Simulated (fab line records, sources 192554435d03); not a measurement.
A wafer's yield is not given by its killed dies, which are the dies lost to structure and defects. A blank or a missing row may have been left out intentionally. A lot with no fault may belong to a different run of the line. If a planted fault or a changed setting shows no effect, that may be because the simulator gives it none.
Chamber matching || flow n5Finfet || N5_FIN_CUT_DESCUM_13 on rieDiel-01: 4 sister chambers
The step chemistry O2, time 7 s. 4 wafers are shown with their chamber, then 11 later ones without.

== WAFERS WITH THEIR CHAMBER ==
{"wafer": "L079.2", "chamber": 2, "throttleValvePct (%)": 21.0}
{"wafer": "L083.2", "chamber": 1, "throttleValvePct (%)": 20.0}
{"wafer": "L083.4", "chamber": 3, "throttleValvePct (%)": 20.7}
{"wafer": "L086.2", "chamber": 0, "throttleValvePct (%)": 20.0}

== WAFERS MISSING THEIR CHAMBER ==
{"wafer": "L086.3", "throttleValvePct (%)": 20.7}
{"wafer": "L086.5", "throttleValvePct (%)": 21.0}
{"wafer": "L088.2", "throttleValvePct (%)": 21.0}
{"wafer": "L088.4", "throttleValvePct (%)": 20.7}
{"wafer": "L088.5", "throttleValvePct (%)": 20.0}
{"wafer": "L091.1", "throttleValvePct (%)": 20.0}
{"wafer": "L091.5", "throttleValvePct (%)": 20.0}
{"wafer": "L091.6", "throttleValvePct (%)": 20.0}
{"wafer": "L097.1", "throttleValvePct (%)": 21.0}
{"wafer": "L097.5", "throttleValvePct (%)": 20.1}
{"wafer": "L097.6", "throttleValvePct (%)": 20.0}

== EACH ONE'S CHAMBER ==
{"wafer": "L086.3", "from the rows above": 3, "in truth": 3}
{"wafer": "L086.5", "from the rows above": 2, "in truth": 2}
{"wafer": "L088.2", "from the rows above": 2, "in truth": 2}
{"wafer": "L088.4", "from the rows above": 3, "in truth": 3}
{"wafer": "L088.5", "from the rows above": "can't be placed: 0 or 1", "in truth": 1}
{"wafer": "L091.1", "from the rows above": "can't be placed: 0 or 1", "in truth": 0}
{"wafer": "L091.5", "from the rows above": "can't be placed: 0 or 1", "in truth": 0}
{"wafer": "L091.6", "from the rows above": "can't be placed: 0 or 1", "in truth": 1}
{"wafer": "L097.1", "from the rows above": 2, "in truth": 2}
{"wafer": "L097.5", "from the rows above": "can't be placed: 0 or 1", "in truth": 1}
{"wafer": "L097.6", "from the rows above": "can't be placed: 0 or 1", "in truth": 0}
Placed correctly: 5 of 11. Cannot be placed on the basis of these rows: 6; the candidates contain the true chamber in 6. 0 placed wrongly.
How it was worked out, from the rows above alone: a wafer's distance from a chamber is the root of the sum, over the readings, of the square of ((its reading less the chamber's mean) divided by the reading's scatter). If the next closest chamber is less than 2 further off than the closest, the wafer can't be placed; otherwise it belongs to the closest. Each chamber's mean is taken over the wafers shown for it. The scatter: root of mean squared gap, hidden wafer to nearest shown wafer, with one shown wafer a chamber.
